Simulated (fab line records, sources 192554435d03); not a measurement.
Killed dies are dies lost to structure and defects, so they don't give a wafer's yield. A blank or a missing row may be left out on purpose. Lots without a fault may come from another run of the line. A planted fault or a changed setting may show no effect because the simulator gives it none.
Which tool did it? | flow n5_finfet | 24 lots, 72 wafers sampled, at 2 steps of a route of 1938

WHAT THE GAUGES READ, wafer by wafer
N5_BEOL_M0_SAQP_INSPECT_16: inspects for defects (brightfield). Usual: raw_defect_count 467, standard deviation 140.
lot  | measured     | on                | raw_defect_count | flag
L074 | day 5 16:47  | defect_inspect-02 | 491 435 656      |
L075 | day 5 19:40  | defect_inspect-02 | 658 552 751      |
L076 | day 6 00:41  | defect_inspect-02 | 581 436 513      |
L077 | day 6 04:58  | defect_inspect-02 | 555 794 622      |
L078 | day 6 12:38  | defect_inspect-02 | 663 518 603      |
L079 | day 6 18:38  | defect_inspect-02 | 540 377 461      |
L080 | day 7 00:31  | defect_inspect-01 | 420 315 358      |
L081 | day 7 04:37  | defect_inspect-01 | 451 279 357      |
L082 | day 7 11:17  | defect_inspect-01 | 330 299 414      |
L083 | day 7 15:31  | defect_inspect-01 | 382 298 502      |
L084 | day 7 23:35  | defect_inspect-02 | 503 318 435      |
L085 | day 8 11:56  | defect_inspect-02 | 543 416 296      |
L086 | day 8 13:59  | defect_inspect-01 | 747 472 400      |
L087 | day 8 14:09  | defect_inspect-01 | 518 710 762      |
L088 | day 9 01:06  | defect_inspect-01 | 524 543 525      |
L089 | day 9 03:26  | defect_inspect-02 | 358 560 614      |
L090 | day 9 15:08  | defect_inspect-01 | 388 458 556      |
L091 | day 9 16:25  | defect_inspect-01 | 369 495 436      |
L092 | day 9 23:38  | defect_inspect-02 | 462 333 446      |
L093 | day 10 02:23 | defect_inspect-02 | 457 378 380      |
L094 | day 10 11:25 | defect_inspect-02 | 218 280 220      |
L095 | day 10 22:38 | defect_inspect-02 | 379 433 683      |
L097 | day 11 02:16 | defect_inspect-02 | 418 446 488      |
L096 | day 11 08:29 | defect_inspect-02 | 285 258 362      |

WHICH TOOL RAN EACH LOT (tool, then ch and the chambers of the sampled wafers, then the start)
lot  | N5_BEOL_M0_SAQP_PECVD_04
L074 | pecvd-04 ch 0,2, day 5 16:10
L075 | pecvd-04 ch 1,2, day 5 19:02
L076 | pecvd-03 ch 1,2, day 6 00:04
L077 | pecvd-03 ch 1,2, day 6 04:20
L078 | pecvd-04 ch 0,2, day 6 12:08
L079 | pecvd-01 ch 0,1,2, day 6 18:08
L080 | pecvd-01 ch 1,2, day 6 23:52
L081 | pecvd-04 ch 1,2, day 7 04:06
L082 | pecvd-04 ch 0,1,2, day 7 10:47
L083 | pecvd-03 ch 0,1, day 7 15:00
L084 | pecvd-01 ch 0,1,2, day 7 22:57
L085 | pecvd-04 ch 0,1,2, day 8 11:18
L086 | pecvd-03 ch 0,2, day 8 13:20
L087 | pecvd-01 ch 0,1, day 8 13:23
L088 | pecvd-03 ch 0,2, day 9 00:25
L089 | pecvd-01 ch 0,1, day 9 02:47
L090 | pecvd-03 ch 1,2, day 9 14:38
L091 | pecvd-01 ch 0,1,2, day 9 15:55
L092 | pecvd-04 ch 0,1, day 9 22:59
L093 | pecvd-03 ch 0,2, day 10 01:45
L094 | pecvd-04 ch 0,1, day 10 10:52
L095 | pecvd-01 ch 0,2, day 10 21:58
L097 | pecvd-01 ch 0,2, day 11 01:38
L096 | pecvd-04 ch 0,2, day 11 07:58
- N5_BEOL_M0_SAQP_PECVD_04: deposits a-Si from SiH4/He, target thk 60 nm, time 60.2 s.

WHAT THE TOOLS THEMSELVES READ (means of the sampled wafers that have a number; where no wafer has one, the mark that the record gives instead)
N5_BEOL_M0_SAQP_PECVD_04. Usual: heater_power_w 601 W, standard deviation 65; showerhead_plenum_p_Torr 5.64 Torr, standard deviation 0.055; throttle_valve_pct 18.1 %, standard deviation 1.3.
lot  | tool     | heater_power_w (W) | showerhead_plenum_p_Torr (Torr) | throttle_valve_pct (%) | flag
L074 | pecvd-04 | 675                | 5.60                            | 17.8                   |
L075 | pecvd-04 | 529                | 5.67                            | 17.8                   |
L076 | pecvd-03 | 640                | 5.71                            | 17.2                   |
L077 | pecvd-03 | 611                | 5.71                            | 17.3                   |
L078 | pecvd-04 | 667                | 5.60                            | 17.7                   |
L079 | pecvd-01 | 608                | 5.61                            | 18.4                   |
L080 | pecvd-01 | 623                | 5.61                            | 17.6                   |
L081 | pecvd-04 | 603                | 5.62                            | 17.8                   |
L082 | pecvd-04 | 569                | 5.65                            | 17.7                   |
L083 | pecvd-03 | 578                | 5.67                            | 19.3                   |
L084 | pecvd-01 | 608                | 5.61                            | 18.5                   |
L085 | pecvd-04 | 605                | 5.64                            | 17.6                   |
L086 | pecvd-03 | 590                | 5.67                            | 17.8                   |
L087 | pecvd-01 | 580                | 5.60                            | 18.2                   |
L088 | pecvd-03 | 624                | 5.69                            | 17.0                   |
L089 | pecvd-01 | 543                | 5.58                            | 19.4                   |
L090 | pecvd-03 | 645                | 5.71                            | 17.3                   |
L091 | pecvd-01 | 627                | 5.61                            | 18.6                   |
L092 | pecvd-04 | 594                | 5.66                            | 17.6                   |
L093 | pecvd-03 | 612                | 5.69                            | 17.0                   |
L094 | pecvd-04 | 615                | 5.65                            | 17.5                   |
L095 | pecvd-01 | 594                | 5.60                            | 19.7                   |
L097 | pecvd-01 | 637                | 5.63                            | 18.9                   |
L096 | pecvd-04 | 669                | 5.61                            | 17.2                   |

THE ANSWER, worked out from the rows above alone
Rule: a lot is off if the mean of its wafers that have a number lies more than 3 standard deviations from the usual mean. A lot without any number at a reading at which 4 lots or more have one is off too. The other lots that the step has rows for count as sound. The gauges are gone through in route order, then the tools' own readings, and for those a lot's mean is taken as printed above. The first step at which some lot is off is used, and at that step the reading that is off furthest; a lot without a number counts as furthest.
No lot is off at any reading shown: from this, nothing can be told.

WHAT THE SIMULATOR HAD PUT IN
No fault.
